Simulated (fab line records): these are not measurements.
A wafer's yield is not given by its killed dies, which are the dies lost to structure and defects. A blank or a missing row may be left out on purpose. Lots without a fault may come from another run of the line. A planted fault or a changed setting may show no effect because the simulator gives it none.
Shared-tool check + flow nand harc + Sample size 2 lots and 6 wafers

WHY IT WAS OPENED
At NHARC_END_SORT_01 the reading killed dies is flagged on 2 of 2 lots. Fault-free wafers read 56, with a standard deviation of 17.
Rule: flag the lot when none of its wafers has a number, or when each of its wafers that has one lies beyond 4 standard deviations from that mean. The rest of the lots are taken to be sound.

| lot  | measured     | on        | killed dies, wafer by wafer | flag    |
|------|--------------|-----------|-----------------------------|---------|
| L912 | day 24 15:41 | prober-02 | 677 677 677                 | FLAGGED |
| L913 | day 26 03:56 | prober-01 | 677 677 677                 | FLAGGED |
Average over the flagged lots: 677; offset from the usual +621, equal to +37 standard deviations.

WHICH TOOL RAN EACH LOT
4 process steps preceding the reading are held in the record, out of 1302 steps in the route. Cell contents, in order: the tool; ch with the chambers the sampled wafers went through; the start.
| lot  | flag    | NHARC_A_CHANNEL_HOLE_D2_ETCH_44  | NHARC_A_CHANNEL_FILL_D2_CVD_18   | NHARC_A_CHANNEL_FILL_D2_ETCHBACK_19 | NHARC_A_CHANNEL_FILL_D2_STRIP_29              |
|------|---------|----------------------------------|----------------------------------|-------------------------------------|-----------------------------------------------|
| L912 | FLAGGED | rie diel-01 ch 0,2, day 14 05:22 | lpcvd poly-01 ch 0, day 15 04:41 | rie si-03 ch 0,2,3, day 15 09:18    | rie diel-08 ch 0,3, day 24 15:41 or earlier   |
| L913 | FLAGGED | rie diel-03 ch 0,2, day 15 00:57 | lpcvd poly-02 ch 0, day 15 23:41 | rie si-01 ch 2,3, day 16 04:18      | rie diel-13 ch 1,2,3, day 26 03:56 or earlier |
What these steps do:
- NHARC_A_CHANNEL_HOLE_D2_ETCH_44: etches the open film in CF4/O2, target depth 140 nm, overetch 14 nm, time 77 s.
- NHARC_A_CHANNEL_FILL_D2_CVD_18: deposits poly-Si, target thk 3 nm.
- NHARC_A_CHANNEL_FILL_D2_ETCHBACK_19: etches the open film in HBr/Cl2, target depth 5 nm, time 1.7 s.
- NHARC_A_CHANNEL_FILL_D2_STRIP_29: strips in O2, time 20 s.
- NHARC_END_SORT_01

FLAGGED AGAINST TOTAL, ONE TOOL AT A TIME (gauges that did the reading follow at the end)
| step                                | tool          | lots run | flagged | share of the flagged lots | sound lots run after its first flagged lot |
|-------------------------------------|---------------|----------|---------|---------------------------|--------------------------------------------|
| NHARC_A_CHANNEL_HOLE_D2_ETCH_44     | rie diel-01   | 1        | 1       | some                      | 0                                          |
| NHARC_A_CHANNEL_HOLE_D2_ETCH_44     | rie diel-03   | 1        | 1       | some                      | 0                                          |
| NHARC_A_CHANNEL_FILL_D2_CVD_18      | lpcvd poly-01 | 1        | 1       | some                      | 0                                          |
| NHARC_A_CHANNEL_FILL_D2_CVD_18      | lpcvd poly-02 | 1        | 1       | some                      | 0                                          |
| NHARC_A_CHANNEL_FILL_D2_ETCHBACK_19 | rie si-01     | 1        | 1       | some                      | 0                                          |
| NHARC_A_CHANNEL_FILL_D2_ETCHBACK_19 | rie si-03     | 1        | 1       | some                      | 0                                          |
| NHARC_A_CHANNEL_FILL_D2_STRIP_29    | rie diel-08   | 1        | 1       | some                      | 0                                          |
| NHARC_A_CHANNEL_FILL_D2_STRIP_29    | rie diel-13   | 1        | 1       | some                      | 0                                          |
| NHARC_END_SORT_01                   | prober-01     | 1        | 1       | some                      | 0                                          |
| NHARC_END_SORT_01                   | prober-02     | 1        | 1       | some                      | 0                                          |
Because NHARC_A_CHANNEL_FILL_D2_STRIP_29 lacks a start for some lots, the hours and order of its lots are taken from NHARC_END_SORT_01.

WHAT THE TABLE ALLOWS
No row of the table ran every flagged lot.

WHAT THE SIMULATOR PUT IN
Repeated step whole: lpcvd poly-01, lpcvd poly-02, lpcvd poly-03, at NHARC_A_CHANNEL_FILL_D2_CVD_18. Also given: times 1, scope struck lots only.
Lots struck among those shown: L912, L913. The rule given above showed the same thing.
